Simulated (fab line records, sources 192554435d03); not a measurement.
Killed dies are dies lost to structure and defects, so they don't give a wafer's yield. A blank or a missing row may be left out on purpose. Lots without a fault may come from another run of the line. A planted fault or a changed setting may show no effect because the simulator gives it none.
fab line records | flow n5_finfet
record lots=5 wafers=14 last_day=17
route steps=1938 shown SD_EPI_N@265 BEOL_M4@1111 PASSIVATION@1936
lots that met no fault: from a run of the same line without faults
start_h: hours from the record's first day to the start of the lot's first wafer shown | wait_h: hours since the lot's step before | " the same as in the row above | L1.1+2: a row that stands for several wafers | - no value, or no start given | * or withheld: withheld | < > ~ a bound
route shown NAME@n: a module of which the file shows steps, and the number in the route of the first | usual: mean/standard deviation of fault-free wafers | same: alike in all rows | chamber/n: place in a boat | sites: the reading at each site | _std_site: their standard deviation | _edge_site: outer sites' mean less inner sites' | radius_mm: how far each site lies from the wafer's centre | mask NAME#n: copy n | behind: the tool/chamber that last shaped the wafer | hold: why the lot was held/for how many hours/how that ended | device: the transistor (n, p or np) that didn't switch | end of line: the same wafers' tests at the end of the route | a step without rows: its recipe alone | killed: dies lost to structure and defects at the first sort, not the wafer's yield | map: a wafer's dies, x killed, . not, _ none there
set.NAME: the setting as run; set.NAME@STEP: as run at that earlier step | model.NAME: the simulator's own value behind a step, which no gauge read
lots at some steps of the route; a table a step, a row a wafer
services: from which hour (start_h, from the record's first day; less than 0 if before it) a tool's chamber was out of use, for how many hours, and why
## steps
# step N5_SD_EPI_N_EBR_05
# recipe solvent=PGMEA ebr_width_mm=1.5
# step N5_SD_EPI_N_SOFTBAKE_04
# recipe temp_c=110 time_s=60 resist=CAR-ArF-block
# step N5_SD_EPI_N_EXPOSE_06
# recipe mask_id=SD_N_BLK na=1.35 source_shape=conventional sigma_outer=0.8 polarization=unpolarized target_cd_nm=120 dose_mj=39.75
# step N5_SD_EPI_N_PEB_07
# recipe peb_temp_c=110 peb_time_s=60 resist=CAR-ArF-block
# step N5_SD_EPI_N_DEVELOP_08
# recipe develop_time_s=30 developer=TMAH resist=CAR-ArF-block dev_temp_c=23 rinse_liquid=diw dry=air_spin
# step N5_SD_EPI_N_CD_MEAS_09
# recipe target_cd_nm=120 landing_energy_ev=500 detector=se_inlens
# usual cd_nm=120.2/0.53
# same landing_energy_ev=500
# columns lot.wafer tool chamber start_h wait_h cd_nm
L811.3 cd_sem-03 0 72.29 - 120.4
L811.4 " 0 " " 120.5
L811.5 " 0 " " 119.9
L818.3 cd_sem-02 0 108.72 - 120.5
L818.4 " 0 " " 121.2
L818.5 " 0 " " 120.9
L823.3 cd_sem-01 0 139.82 - 120.8
L823.5 " 0 " " 120.9
L823.6 " 0 " " 120.7
L826.3 cd_sem-02 0 157.12 - 120.7
L826.4 " 0 " " 120.3
L831.1 cd_sem-01 0 188.55 - 120.6
L831.5 " 0 " " 120.3
L831.6 " 0 " " 120.5
# step N5_SD_EPI_N_OVL_MEAS_10
# recipe points_per_wafer=44
# usual SD_N_BLK_OVL=0.2/0.72
# columns lot.wafer tool chamber start_h wait_h SD_N_BLK_OVL[nm]
L811.3 overlay-02 0 72.32 0.0 0.8
L811.4 " 0 " " -0.2
L811.5 " 0 " " 1.1
L818.3 overlay-02 0 108.75 0.0 -0.6
L818.4 " 0 " " -0.2
L818.5 " 0 " " -0.1
L823.3 overlay-01 0 139.85 0.0 -0.9
L823.5 " 0 " " -1.0
L823.6 " 0 " " 0.9
L826.3 overlay-01 0 157.15 0.0 0.3
L826.4 " 0 " " 1.6
L831.1 overlay-02 0 188.58 0.0 -0.1
L831.5 " 0 " " 0.9
L831.6 " 0 " " -0.2
# step N5_SD_EPI_N_INSPECT_11
# recipe mode=adi inspect_instrument=macro
# usual raw_defect_count=2.1/1.5
# columns lot.wafer tool chamber start_h wait_h raw_defect_count
L811.3 defect_inspect-01 - 72.34 0.0 3
L811.4 " - " " 2
L811.5 " - " " 1
L818.3 defect_inspect-01 - 108.77 0.0 1
L818.4 " - " " 0
L818.5 " - " " 2
L823.3 defect_inspect-01 - 140.01 0.2 0
L823.5 " - " " 7
L823.6 " - " " 2
L826.3 defect_inspect-01 - 157.17 0.0 1
L826.4 " - " " 3
L831.1 defect_inspect-01 - 188.60 0.0 4
L831.5 " - " " 1
L831.6 " - " " 2
# step N5_SD_EPI_N_DESCUM_14
# recipe chemistry=O2 time_s=7.9 source_power_w=50 bias_power_w=20 pressure_mtorr=20 rf_frequency_hz=2.712e+07 temp_c=40 resist=CAR-ArF-block o2_flow_sccm=225
# usual drypump_motor_current_A=5.5/0.53 oes_product_au=0.80/0.097 rf_fwd_power_W=49.40/0.25 rf_vpp_V=243.7/1.3 showerhead_plenum_p_Torr=2.12/0.066 throttle_valve_pct=20.38/0.16
# columns lot.wafer tool chamber start_h wait_h drypump_motor_current_A oes_product_au rf_fwd_power_W rf_hours_counter_h rf_vpp_V showerhead_plenum_p_Torr throttle_valve_pct
L811.3 rie_diel-04 1 72.37 0.0 6.6 0.77 49.65 130 245.4 2.18 20.63
L811.4 " 0 " " 5.8 0.68 49.45 227 242.0 2.06 20.54
L811.5 " 3 " " 5.4 0.93 49.51 - 245.2 2.23 20.18
L818.3 rie_diel-03 0 108.81 0.0 6.0 0.90 48.93 40 244.8 2.22 20.28
L818.4 " 3 " " 4.9 0.74 49.45 - 241.7 2.09 20.49
L818.5 " 2 " " 5.4 0.69 49.74 - 243.4 2.07 20.45
L823.3 rie_diel-02 3 140.04 0.0 4.7 0.75 49.30 182 242.4 2.08 20.36
L823.5 " 3 " " 4.7 0.74 49.14 - 242.1 2.08 20.38
L823.6 " 1 " " 4.9 0.85 49.35 - 242.6 2.12 20.20
L826.3 rie_diel-03 1 157.21 0.0 5.7 0.94 49.24 11 244.0 2.15 20.12
L826.4 " 3 " " 4.9 0.73 49.21 184 243.4 2.08 20.51
L831.1 rie_diel-04 1 188.63 0.0 6.6 0.74 49.71 176 246.0 2.16 20.70
L831.5 " 2 " " 5.7 0.79 49.74 - 243.2 2.11 20.55
L831.6 " 1 " " 6.6 0.74 49.82 - 245.0 2.16 20.69
# step N5_SD_EPI_N_ETCH_34
# recipe chemistry=CF4 target=SiARC target_depth_a=455 mask_material=CAR-ArF-block time_s=75.8 ion_energy_ev=80 pressure_mtorr=40 source_w=545 bias_w=36 Ar_flow_sccm=100 cf4_flow_sccm=100 ends=cleared
# usual drypump_motor_current_A=5.5/0.53 etch_rf_on_time_s=75.4/1 oes_product_au=0.69/0.081 rf_fwd_power_W=539.4/2.4 rf_vpp_V=184.4/1.1 showerhead_plenum_p_Torr=2.17/0.061 throttle_valve_pct=15.57/0.2
# columns lot.wafer tool chamber start_h wait_h drypump_motor_current_A etch_rf_on_time_s oes_product_au rf_fwd_power_W rf_hours_counter_h rf_vpp_V showerhead_plenum_p_Torr throttle_valve_pct
L811.3 rie_diel-04 1 72.41 0.0 6.6 75.3 0.67 539.4 130 185.3 2.23 15.81
L811.4 " 0 " " 5.8 77.2 0.59 538.4 227 182.4 2.12 15.84
L811.5 " 3 " " 5.4 74.0 0.80 539.4 - 185.1 2.28 15.32
L818.3 rie_diel-03 0 108.84 0.0 6.0 74.0 0.78 535.5 40 186.6 2.26 15.39
L818.4 " 3 " " 4.9 73.0 0.65 538.7 - 183.9 2.13 15.73
L818.5 " 2 " " 5.4 74.4 0.61 540.7 - 183.2 2.12 15.67
L823.3 rie_diel-02 3 140.08 0.0 4.7 75.6 0.64 540.6 182 184.0 2.13 15.65
L823.5 " 3 " " 4.7 75.7 0.64 540.8 - 183.1 2.13 15.65
L823.6 " 1 " " 4.9 75.2 0.71 534.1 - 184.8 2.16 15.38
L826.3 rie_diel-03 1 157.24 0.0 5.7 75.0 0.80 536.5 11 184.8 2.20 15.27
L826.4 " 3 " " 4.9 75.3 0.62 536.3 184 184.8 2.13 15.74
L831.1 rie_diel-04 1 188.67 0.0 6.6 76.3 0.64 539.1 176 183.6 2.22 15.89
L831.5 " 2 " " 5.7 74.6 0.67 543.5 - 182.5 2.15 15.66
L831.6 " 1 " " 6.6 75.9 0.63 536.7 - 184.7 2.22 15.92
# step N5_SD_EPI_N_ETCH_35
# recipe chemistry=N2/H2 target=SOC overetch_a=1080 mask_material=SiARC temp_c=40 ion_energy_ev=100 source_w=3000 bias_w=133 pressure_mtorr=20 time_s=486 n2_flow_sccm=200 h2_flow_sccm=200
# usual drypump_motor_current_A=5.6/0.53 n2_flow_sccm=200.0/0.68 oes_product_au=0.72/0.083 rf_fwd_power_W=2995/8.9 rf_vpp_V=241.1/1.2 showerhead_plenum_p_Torr=2.58/0.08 throttle_valve_pct=23.78/0.22
# columns lot.wafer tool chamber start_h wait_h drypump_motor_current_A n2_flow_sccm oes_product_au rf_fwd_power_W rf_hours_counter_h rf_vpp_V showerhead_plenum_p_Torr throttle_valve_pct
L811.3 rie_diel-04 1 72.46 0.0 6.6 199.9 0.70 2996 130 243.0 2.65 24.28
L811.4 " 0 " " 5.9 200.9 0.63 3014 227 240.4 2.50 23.99
L811.5 " 3 " " 5.4 199.4 0.83 2987 - 242.7 2.71 23.40
L818.3 rie_diel-03 3 108.90 0.0 4.9 201.1 0.66 2981 174 240.6 2.53 23.74
L818.4 " 0 " " 6.0 199.2 0.80 2993 - 241.8 2.70 23.90
L818.5 " 2 " " 5.4 200.1 0.63 2998 - 239.2 2.51 23.84
L823.3 rie_diel-02 3 140.14 0.0 4.7 198.3 0.67 2981 182 240.1 2.52 23.72
L823.5 " 3 " " 4.7 198.0 0.67 2993 - 240.1 2.52 23.72
L823.6 " 1 " " 4.9 199.9 0.74 2998 - 242.0 2.57 23.57
L826.3 rie_diel-03 1 157.30 0.0 5.7 200.4 0.84 2997 11 241.2 2.60 23.40
L826.4 " 3 " " 4.9 199.0 0.66 3007 184 240.5 2.52 23.74
L831.1 rie_diel-04 1 188.73 0.0 6.6 199.2 0.66 2996 176 241.8 2.63 24.33
L831.5 " 2 " " 5.7 199.5 0.71 3007 - 240.4 2.56 23.80
L831.6 " 1 " " 6.7 200.0 0.66 2983 - 242.6 2.63 24.34
# step N5_SD_EPI_N_STRIP_36
# recipe chemistry=N2/H2 temp_c=40 n2_flow_sccm=200 h2_flow_sccm=200 rf_frequency_hz=6e+07
# step N5_SD_EPI_N_ETCHBACK_44
# recipe chemistry=CH3F/O2 mode=anisotropic_etchback target=SiNx target_depth_a=145 stop_on=SiO2 over_etch_frac=0.3 ion_energy_ev=120 pressure_mtorr=30 source_w=395 bias_w=73 Ar_flow_sccm=150 CH3F_flow_sccm=30 O2_flow_sccm=20
# usual drypump_motor_current_A=5.6/0.52 oes_product_au=0.69/0.079 rf_fwd_power_W=393.2/1.4 rf_vpp_V=296.9/2.6 showerhead_plenum_p_Torr=2.03/0.062 throttle_valve_pct=16.30/0.18
# columns lot.wafer tool chamber start_h wait_h drypump_motor_current_A oes_product_au rf_fwd_power_W rf_hours_counter_h rf_vpp_V showerhead_plenum_p_Torr throttle_valve_pct model.SiARC_of_SD_EPI_N_COAT_33.thk_nm
L811.3 rie_diel-04 1 72.79 0.0 6.6 0.66 389.7 130 302.5 2.09 16.58 15.8
L811.4 " 0 " " 5.8 0.60 393.2 227 294.3 1.97 16.54 16.2
L811.5 " 3 " " 5.4 0.79 393.1 - 299.6 2.13 16.06 15.6
L818.3 rie_diel-03 2 109.44 0.1 5.4 0.60 395.9 - 295.7 1.97 16.37 15.6
L818.4 " 0 " " 6.0 0.76 392.5 - 297.5 2.12 16.14 15.8
L818.5 " 0 " " 6.0 0.76 392.5 - 297.1 2.12 16.16 16
L823.3 rie_diel-02 3 140.46 0.0 4.7 0.64 393.9 182 298.1 1.99 16.40 16.2
L823.5 " 3 " " 4.7 0.64 393.1 - 295.7 1.99 16.39 16
L823.6 " 1 " " 4.9 0.71 391.8 - 297.7 2.02 16.09 16
L826.3 rie_diel-03 1 157.62 0.0 5.7 0.79 394.6 12 294.0 2.06 16.02 14.4
L826.4 " 3 " " 4.9 0.62 393.8 184 299.3 1.98 16.43 15.6
L831.1 rie_diel-04 1 189.05 0.0 6.6 0.63 394.0 176 301.2 2.08 16.67 16
L831.5 " 2 " " 5.7 0.67 394.2 - 297.7 2.01 16.43 15.6
L831.6 " 1 " " 6.6 0.63 394.8 - 301.8 2.08 16.68 15.8
# step N5_SD_EPI_N_ETCH_45
# recipe chemistry=CH3F/O2 target=SiOCN target_depth_a=60 mask_material=SOC ion_energy_ev=60 bias_w=29 pressure_mtorr=15 source_w=410 Ar_flow_sccm=150 CH3F_flow_sccm=30 O2_flow_sccm=20
# usual drypump_motor_current_A=5.6/0.53 oes_product_au=0.80/0.096 rf_fwd_power_W=408.1/1.3 rf_vpp_V=127.6/1 showerhead_plenum_p_Torr=2.02/0.062 throttle_valve_pct=23.27/0.16
# columns lot.wafer tool chamber start_h wait_h drypump_motor_current_A oes_product_au rf_fwd_power_W rf_hours_counter_h rf_vpp_V showerhead_plenum_p_Torr throttle_valve_pct
L811.3 rie_diel-04 1 72.89 0.1 6.6 0.78 407.6 130 127.9 2.09 23.63
L811.4 " 0 " " 5.8 0.70 406.7 227 125.8 1.97 23.46
L811.5 " 3 " " 5.4 0.94 410.6 - 127.9 2.12 23.10
L818.3 rie_diel-03 2 109.59 0.1 5.4 0.70 408.6 - 127.7 1.96 23.31
L818.4 " 0 " " 6.0 0.89 405.3 - 128.6 2.11 23.15
L818.5 " 0 " " 6.0 0.90 405.6 - 128.2 2.11 23.15
L823.3 rie_diel-02 3 140.56 0.1 4.7 0.75 406.9 182 127.6 1.99 23.30
L823.5 " 3 " " 4.7 0.75 406.2 - 127.5 1.99 23.29
L823.6 " 1 " " 4.9 0.83 406.7 - 126.5 2.01 23.05
L826.3 rie_diel-03 1 157.72 0.1 5.7 0.94 406.6 12 126.6 2.05 23.07
L826.4 " 3 " " 4.9 0.74 406.7 184 127.5 1.98 23.30
L831.1 rie_diel-04 1 189.15 0.1 6.6 0.74 409.6 176 128.5 2.07 23.73
L831.5 " 2 " " 5.7 0.79 409.5 - 127.2 2.00 23.39
L831.6 " 1 " " 6.6 0.74 409.2 - 127.4 2.07 23.70
# step N5_SD_EPI_N_ETCH_16
# recipe chemistry=CHF3/O2 target=SiO2 target_depth_a=50 mask_material=SOC pressure_mtorr=30 source_w=650 bias_w=170 Ar_flow_sccm=200 CHF3_flow_sccm=50 O2_flow_sccm=5 ion_energy_ev=200
# usual drypump_motor_current_A=5.6/0.53 oes_product_au=0.80/0.095 rf_fwd_power_W=643/3.2 rf_vpp_V=523/4.7 showerhead_plenum_p_Torr=2.44/0.072 throttle_valve_pct=18.86/0.17
# columns lot.wafer tool chamber start_h wait_h drypump_motor_current_A oes_product_au rf_fwd_power_W rf_hours_counter_h rf_vpp_V showerhead_plenum_p_Torr throttle_valve_pct model.SiARC_of_SD_EPI_N_COAT_33.thk_nm
L811.3 rie_diel-04 1 72.99 0.1 6.6 0.78 645 130 535 2.52 19.16 12.2
L811.4 " 0 " " 5.8 0.69 646 227 518 2.38 19.08 12.8
L811.5 " 3 " " 5.4 0.92 642 - 526 2.56 18.63 12
L818.3 rie_diel-03 2 109.71 0.1 5.4 0.70 645 - 519 2.37 18.91 12
L818.4 " 0 " " 6.0 0.90 639 - 523 2.54 18.73 12.2
L818.5 " 0 " " 6.0 0.90 639 - 525 2.54 18.72 12.4
L823.3 rie_diel-02 3 140.66 0.1 4.7 0.74 639 182 522 2.40 18.92 12.6
L823.5 " 3 " " 4.7 0.75 641 - 523 2.40 18.95 12.6
L823.6 " 1 " " 4.9 0.83 642 - 524 2.44 18.67 12.4
L826.3 rie_diel-03 1 157.82 0.1 5.7 0.93 645 12 518 2.47 18.59 11
L826.4 " 3 " " 4.9 0.74 644 184 527 2.39 18.97 12
L831.1 rie_diel-04 1 189.25 0.1 6.7 0.74 648 176 533 2.50 19.23 12.4
L831.5 " 2 " " 5.7 0.79 647 - 523 2.42 18.97 12
L831.6 " 1 " " 6.6 0.74 644 - 534 2.50 19.24 12.2
# step N5_SD_EPI_N_STRIP_47
# recipe chemistry=CHF3/O2 resist=SiARC rf_frequency_hz=6e+07
# step N5_BEOL_M4_RC_MEAS_101
# usual DIBL_N=36.2/1.4 DIBL_P=36.1/1.5 IOFF_N=0.153/0.02 IOFF_P=0.215/0.03 ION_N=672/8.6 ION_P=463/6.8 SS_N=71.5/0.47 SS_P=73.3/0.57 VT_N=250.6/2.4 VT_P=-249/3.2
# columns lot.wafer tool chamber start_h wait_h DIBL_N[mV/V] DIBL_P[mV/V] IOFF_N[nA/um] IOFF_P[nA/um] ION_N[uA/um] ION_P[uA/um] SS_N[mV/dec] SS_P[mV/dec] VT_N[mV] VT_P[mV]
L811.3 prober-01 0 179.43 0.3 36.5 35.2 0.152 0.208 687 467 71.3 73.0 248.7 -249
L811.4 " 0 " " 38.1 37.0 0.178 0.239 680 459 71.5 73.4 245.5 -247
L811.5 " 0 " " 36.6 35.4 0.160 0.210 678 464 71.4 73.2 248.0 -247
L818.3 prober-02 0 229.49 0.3 38.6 39.8 0.169 0.259 676 467 71.9 73.9 252.5 -246
L818.4 " 0 " " 37.9 38.6 0.155 0.242 670 467 71.8 73.3 251.6 -247
L818.5 " 0 " " 38.1 39.0 0.158 0.241 672 467 71.9 74.1 248.7 -247
L823.3 prober-02 0 269.00 0.3 36.9 36.9 0.165 0.219 683 464 71.6 73.2 247.3 -252
L823.5 " 0 " " 36.6 36.1 0.158 0.208 666 461 72.0 73.0 249.0 -251
L823.6 " 0 " " 35.6 35.5 0.138 0.201 667 460 71.6 73.2 251.2 -252
L826.3 prober-02 0 276.98 0.3 36.0 35.2 0.152 0.188 674 464 71.6 73.8 250.6 -250
L826.4 " 0 " " 36.0 35.4 0.149 0.187 670 458 71.4 73.6 250.4 -253
L831.1 prober-01 0 302.24 0.0 35.2 36.1 0.153 0.209 676 469 71.8 73.9 249.3 -250
L831.5 " 0 " " 35.6 36.2 0.155 0.210 680 468 72.0 73.4 251.8 -248
L831.6 " 0 " " 35.0 35.7 0.150 0.203 674 463 71.2 73.1 249.8 -251
# step N5_PASSIVATION_PROBE_49
# usual defect_limited_yield=91.3/1.3 killed_at_M0_to_M3=35/13 killed_at_M4_up=13/5.2 killed_at_contacts=12/6.2 killed_at_front_end=39/9.6 killed_at_other=3.1/2.6 killed_dies=102/16 killed_open=68/13 killed_short=33/6.9 sort_bin_5_function=5.1/0.87 sort_bin_6_memory=3.3/0.67 sort_n_pass=1078/16 sort_yield_pct=91.3/1.3
# same gross_dies=1180 killed_at_back_side=0 sort_bin_4_leakage[%]=0 sort_bin_8_speed[%]=0
# columns lot.wafer tool chamber start_h wait_h defect_limited_yield[%] killed_at_M0_to_M3 killed_at_M4_up killed_at_contacts killed_at_front_end killed_at_other killed_dies killed_open killed_short sort_bin_5_function[%] sort_bin_6_memory[%] sort_n_pass sort_yield_pct[%]
L826.3 prober-02 - 377.72 0.1 91.2 47 6 12 36 3 104 66 28 4.5 3.3 1076 91.2
L826.4 prober-02 - 377.77 0.2 90.0 48 14 10 41 5 118 79 38 5.3 4.2 1062 90.0
# killed by level:class
L826.3 BEOL_M2:geometric_particle:open=13 BEOL_M3:geometric_particle:open=11 MOL_CONTACT_COAG:geometric_particle:open=11 HKMG_FIN:area_etch=10 BEOL_M0_SAQP:geometric_particle:short=9 FIN_SAQP:geometric_particle:open=6 BEOL_M0_SAQP:geometric_particle:open=6 BEOL_M4:geometric_particle:open=5
L826.4 BEOL_M0_SAQP:geometric_particle:open=11 BEOL_M2:geometric_particle:open=10 STI_FIN_REVEAL:geometric_particle:open=9 MOL_CONTACT_COAG:geometric_particle:open=8 BEOL_M0_SAQP:geometric_particle:short=8 BEOL_M4:geometric_particle:open=7 FIN_SAQP:geometric_particle:open=6 FIN_SAQP:geometric_particle:short=6
## services
# columns tool chamber start_h hours kind
rie_diel-02 0 54.35 8.7 repair
rie_diel-02 - 64.28 4.0 pm
rie_diel-03 - 65.92 2.8 pm
rie_diel-03 1 104.30 - clean
rie_diel-03 1 104.30 - consumable_replace:focus_ring
rie_diel-03 1 104.30 19.1 scheduled_down
rie_diel-03 1 104.30 19.1 vent_cycle
rie_diel-02 2 104.46 - clean
rie_diel-02 2 104.46 - consumable_replace:focus_ring
rie_diel-02 2 104.46 22.9 scheduled_down
rie_diel-02 2 104.46 22.9 vent_cycle
rie_diel-03 3 130.40 1.7 repair
rie_diel-02 0 141.15 - clean
rie_diel-04 0 148.40 7.8 repair
rie_diel-04 2 154.57 4.1 repair
rie_diel-04 0 158.70 - clean
rie_diel-04 0 158.70 - consumable_replace:focus_ring
rie_diel-04 0 158.70 22.6 scheduled_down
rie_diel-04 0 158.70 22.6 vent_cycle
rie_diel-04 2 159.80 4.9 repair
rie_diel-03 2 170.55 - clean
rie_diel-03 2 170.55 - consumable_replace:focus_ring
rie_diel-03 2 170.55 12.6 scheduled_down
rie_diel-03 2 170.55 12.6 vent_cycle
## key
first_sign none at tools or gauges
model_effect step=N5_SD_EPI_N_ETCHBACK_44 value=SiARC_of_SD_EPI_N_COAT_33.thk_nm without=15.8 struck=14.4
model_effect step=N5_SD_EPI_N_ETCH_16 value=SiARC_of_SD_EPI_N_COAT_33.thk_nm without=12.2 struck=11
met_at N5_SD_EPI_N_ETCHBACK_44
struck_wafers L826.3
baseline_loss step=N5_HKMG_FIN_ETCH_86 wafers=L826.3
onset_between 109.44 157.62
fault kind=process_parameter_drift tool=rie_diel-03 chamber=- onset_h=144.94 steps=N5_SD_EPI_N_ETCHBACK_44 channel=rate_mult offset=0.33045 shape=step end_h=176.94 scope=struck_wafers_only
# baseline_loss: these wafers lose ten dies or more at that step, a loss of the line's own and not of a fault; the sort's usual values leave them out
